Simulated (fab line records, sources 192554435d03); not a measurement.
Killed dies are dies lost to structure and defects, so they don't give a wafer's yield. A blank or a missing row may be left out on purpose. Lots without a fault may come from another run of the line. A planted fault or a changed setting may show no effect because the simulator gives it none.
Chamber matching | flow n5_finfet | N5_BEOL_M0_SAQP_ETCH_107 on rie_diel-06: 4 sister chambers
The step etches SiNx in CH3F/O2, target depth 30 nm. 4 wafers are shown with their chamber, then 10 later ones without.

WAFERS WITH THEIR CHAMBER
wafer  | chamber | showerhead_plenum_p_Torr (Torr)
L090.3 | 3       | 2.09
L090.4 | 1       | 1.84
L091.3 | 2       | 2.02
L091.5 | 0       | 2.06

WAFERS WITHOUT THEIR CHAMBER
wafer  | showerhead_plenum_p_Torr (Torr)
L091.6 | 2.09
L094.1 | 1.84
L094.5 | 2.06
L094.6 | 2.08
L095.2 | 2.02
L095.3 | 2.06
L095.5 | 2.06
L097.1 | 2.08
L097.2 | 2.06
L097.3 | 2.02

WHICH CHAMBER EACH WENT THROUGH
wafer  | from the rows above | in truth
L091.6 | 3                   | 3
L094.1 | 1                   | 1
L094.5 | 0                   | 0
L094.6 | 3                   | 3
L095.2 | 2                   | 2
L095.3 | 0                   | 0
L095.5 | 0                   | 0
L097.1 | 3                   | 3
L097.2 | 0                   | 0
L097.3 | 2                   | 2
Placed correctly: 10 of 10. Can't be placed from these rows: 0. Placed wrongly: 0.
How it was worked out, from the rows above alone: a wafer's distance from a chamber is the root of the sum, over the readings, of the square of ((its reading less the chamber's mean) divided by the reading's scatter). The wafer belongs to the nearest chamber; if the next one is less than 2 further off, it can't be placed. A chamber's mean is the mean of its shown wafers. The scatter: with one shown wafer a chamber, the root of the mean of the squares of how far each hidden wafer lies from its nearest shown one.
